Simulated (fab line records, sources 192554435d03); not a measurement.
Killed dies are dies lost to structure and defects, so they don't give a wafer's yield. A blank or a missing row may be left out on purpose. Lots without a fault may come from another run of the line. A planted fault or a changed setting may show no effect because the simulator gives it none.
A struck lot beside a sound one | flow n5_finfet | 37 steps out of a route of 1938
Sound: wafers L660.2, L660.5, L660.6. Struck: wafers L670.2, L670.6. (L670.5 of the same lot was not struck and is left out.) The cause comes at the end.
At each step with rows: each side's tool, then ch and its chambers, then its first start. Under that, the readings that differ: sound wafers | struck wafers | difference of the means | sigmas: that difference in standard deviations of wafers without a fault.
alike: readings whose means differ by less than 2 such deviations, and words and numbers that are the same on both sides. not compared: withheld readings, readings that some wafer has no value for, bounds like >300 that may hide the same value, and numbers for which the record gives no deviation and whose values overlap.
The two part at a step that has a row with sigmas, a row that says differs or no value, or rows on one side only. Numbers that don't overlap but have no deviation are shown without sigmas and don't part them. A reading that every wafer of one side lacks parts them only if that side has two wafers or more.

first, 8 steps without rows for these wafers: N5_BEOL_M1_ECD_50 (material Cu, target thk 300 nm); N5_BEOL_M1_ANNEAL_51 (time 90 s); N5_BEOL_M1_CMP_52 (polishes, stops on SiOC, t overpolish 6.8 s, target thk 40 nm); N5_BEOL_M1_PRE_CLEAN_60 (time 15 s); N5_BEOL_M1_CO_CAP_55 (material Co, precursor CCTBA/H2, target thk 2 nm, time 102.1 s); N5_BEOL_M1_PRE_CLEAN_56 (time 15 s); N5_BEOL_M1_DEP_57 (deposits SiCN from 3MS/NH3, target thk 8 nm, time 14 s); N5_BEOL_M2_ILD_DEP_00 (deposits SiOC from DEMS/O2, target thk 79 nm, time 15.3 s).
N5_BEOL_M2_PECVD_72: deposits SiO2 from TEOS/O2, target thk 16 nm, time 18 s.
  sound on pecvd-01 ch 0,1, day 8 20:16; struck on pecvd-01 ch 1,2, day 11 06:59
  reading                                    | sound        | struck    | difference | sigmas
  model.SiO2_of_BEOL_M2_PECVD_72.thk_nm (nm) | 15.6 16 15.8 | 11.4 11.6 | -4.3       |
  alike: heater_power_w, showerhead_plenum_p_Torr, throttle_valve_pct
then, 25 steps without rows for these wafers: N5_BEOL_M2_HM_DEP_02 (deposits TiN, target thk 20 nm); N5_BEOL_M2_COAT_61 (time 60 s, resist thk 60 nm); N5_BEOL_M2_COAT_62 (time 60 s, resist thk 12 nm); N5_BEOL_M2_COAT_73 (time 60 s, resist thk 5 nm); N5_BEOL_M2_COAT_05 (resist thk 30 nm); N5_BEOL_M2_EBR_07; N5_BEOL_M2_SOFTBAKE_06 (time 60 s); N5_BEOL_M2_EXPOSE_08 (exposes mask M2); N5_BEOL_M2_PEB_09 (peb time 60 s); N5_BEOL_M2_DEVELOP_10 (develop time 30 s); N5_BEOL_M2_DESCUM_16 (chemistry O2, time 7 s); N5_BEOL_M2_ETCH_74 (etches underlayer in N2/H2, target depth 6.5 nm, time 5.2 s); N5_BEOL_M2_ETCH_63 (etches SiARC in CF4, target depth 15.6 nm, time 26 s); N5_BEOL_M2_ETCH_64 (etches SOC in N2/H2, target depth 75 nm, overetch 22.5 nm, time 121.9 s); N5_BEOL_M2_STRIP_65 (strips in N2/H2); N5_BEOL_M2_STRIP_75 (strips in N2/H2); N5_BEOL_M2_STRIP_66 (strips in CF4); N5_BEOL_M2_HM_OPEN_17 (chemistry Cl2/BCl3, target TiN, target depth 20 nm, overetch 6 nm); N5_BEOL_M2_STRIP_19 (strips in O2); N5_BEOL_M2_COAT_67 (time 60 s, resist thk 60 nm); N5_BEOL_M2_COAT_68 (time 60 s, resist thk 12 nm); N5_BEOL_M2_COAT_76 (time 60 s, resist thk 5 nm); N5_BEOL_M2_COAT_22 (resist thk 30 nm); N5_BEOL_M2_EBR_24; N5_BEOL_M2_SOFTBAKE_23 (time 60 s).
N5_BEOL_M2_HM_STRIP_39: strips TiN in peroxide tin strip, target depth 25 nm, time 158 s.
  sound on wet_bench-01 ch 2,5,6, day 10 05:17; struck on wet_bench-01 ch 1,4, day 12 11:10
  reading                                    | sound          | struck    | difference | sigmas
  model.SiO2_of_BEOL_M2_PECVD_72.thk_nm (nm) | 15.6 15.8 15.6 | 11.2 11.4 | -4.4       |
N5_BEOL_M2_CMP_52: polishes, stops on SiOC, t overpolish 6.8 s, target thk 40 nm.
  sound on cmp-04 ch 1,2,3, day 10 08:52; struck on cmp-02 ch 0,3, day 12 14:39
  reading                      | sound          | struck    | difference | sigmas
  barrier_field_endpoint_s (s) | 23.8 24.8 24.4 | 20.0 20.5 | -4.1       | -7
  alike: motor_current_A
N5_BEOL_M4_RC_MEAS_101:
  sound on prober-01 ch 0, day 12 05:16; struck on prober-01 ch 0, day 14 10:22
  alike: DIBL_N, DIBL_P, IOFF_N, IOFF_P, ION_N, ION_P, SS_N, SS_P, VT_N, VT_P

WHERE THEY PART
Only at N5_BEOL_M2_CMP_52, within this record. Later steps at which nothing parts them and some readings are alike: N5_BEOL_M4_RC_MEAS_101.

WHY: what the simulator had put in
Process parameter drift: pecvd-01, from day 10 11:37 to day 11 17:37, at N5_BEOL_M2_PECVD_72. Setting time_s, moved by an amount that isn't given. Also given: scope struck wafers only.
